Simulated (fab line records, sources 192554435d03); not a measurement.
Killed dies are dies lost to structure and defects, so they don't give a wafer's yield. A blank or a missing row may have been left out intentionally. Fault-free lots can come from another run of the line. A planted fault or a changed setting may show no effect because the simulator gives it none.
Matching of chambers    flow n5_finfet    cvd_co-02 running N5_BEOL_M5_PRE_CLEAN_77: 3 sister chambers
The step time 15 s. 30 wafers are shown with their chamber, then 12 later ones without.

## WAFERS WITH THEIR CHAMBER
wafer   chamber  heater_power_w (W)
L077.3  1        83
L077.5  2        67
L077.6  1        86
L078.1  1        86
L078.2  0        84
L078.3  2        67
L079.2  2        69
L079.4  2        67
L079.6  1        82
L080.1  2        68
L080.2  0        82
L080.3  1        85
L080.4  2        67
L080.5  0        82
L080.6  1        86
L084.1  2        69
L084.4  2        66
L084.6  0        83
L091.3  1        87
L091.4  2        65
L091.6  0        82
L089.2  2        67
L089.4  2        68
L089.5  0        81
L093.1  0        82
L093.2  1        87
L093.4  1        85
L095.1  2        69
L095.2  0        82
L095.3  1        88

SIGNATURES (means of the wafers above)
reading         chamber 0  chamber 1  chamber 2  scatter within a chamber
heater_power_w  82.25      85.50      67.42      1.4
Rule: for each reading, subtract the chamber's mean from the wafer's reading, divide by that reading's scatter and square the result; add these up over the readings and take the root, which gives the wafer's distance from the chamber. If the next closest chamber is less than 2 further off than the closest, the wafer can't be placed; otherwise it belongs to the closest. The scatter: the root of (the sum of the squares of (reading less its chamber's mean) over the shown wafers, divided by (wafers less chambers)).

## WAFERS WHOSE CHAMBER IS MISSING
wafer   heater_power_w (W)
L095.4  88
L095.5  83
L095.6  68
L094.1  68
L094.2  89
L094.3  81
L094.4  69
L094.5  82
L094.6  88
L097.1  87
L097.5  83
L097.6  88

## EACH ONE'S CHAMBER
wafer   from the rows above      in truth
L095.4  1                        1
L095.5  can't be placed: 0 or 1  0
L095.6  2                        2
L094.1  2                        2
L094.2  1                        1
L094.3  0                        0
L094.4  2                        2
L094.5  0                        0
L094.6  1                        1
L097.1  1                        1
L097.5  can't be placed: 0 or 1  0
L097.6  1                        1
Correctly placed: 10 of 12. These rows do not allow placing 2 (true chamber among the candidates in 2). Wrongly placed: 0.
